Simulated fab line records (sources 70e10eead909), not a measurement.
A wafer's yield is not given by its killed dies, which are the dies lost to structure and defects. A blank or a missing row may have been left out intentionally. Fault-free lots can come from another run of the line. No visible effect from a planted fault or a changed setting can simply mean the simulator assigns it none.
Chamber matching | flow nand_harc | NHARC_A_STAIRCASE_ETCH_313 on rie_diel-07 has 4 sister chambers
The step etches the open film in CF4/CHF3. 4 wafers are shown with their chamber, then 7 later ones without.

## WAFERS WITH THEIR CHAMBER
wafer  | chamber | drypump_motor_current_A (A)
L834.5 | 2       | 5.2
L840.4 | 0       | 6.1
L842.4 | 3       | 5.3
L842.5 | 1       | 5.1

## WAFERS WITHOUT THEIR CHAMBER
wafer  | drypump_motor_current_A (A)
L842.6 | 6.2
L843.1 | 5.0
L843.2 | 6.2
L843.4 | 5.2
L844.1 | 5.3
L844.3 | 5.0
L844.4 | 5.2

## CHAMBER TAKEN BY EACH
wafer  | from the rows above          | in truth
L842.6 | 0                            | 0
L843.1 | can't be placed: 1 or 2      | 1
L843.2 | 0                            | 0
L843.4 | can't be placed: 2 or 3 or 1 | 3
L844.1 | can't be placed: 3 or 2      | 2
L844.3 | can't be placed: 1 or 2      | 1
L844.4 | can't be placed: 2 or 3 or 1 | 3
Correctly placed: 2 of 7. Cannot be placed on the basis of these rows: 5; the candidates contain the true chamber in 5. Placed wrongly: 0.
How it was worked out, from the rows above alone: a wafer's distance from a chamber is the root of the sum, over the readings, of the square of ((its reading less the chamber's mean) divided by the reading's scatter). If the next closest chamber is less than 2 further off than the closest, the wafer can't be placed; otherwise it belongs to the closest. For every chamber, the mean is computed from those of its wafers that are shown. The scatter: root of mean squared gap, hidden wafer to nearest shown wafer, with one shown wafer a chamber.
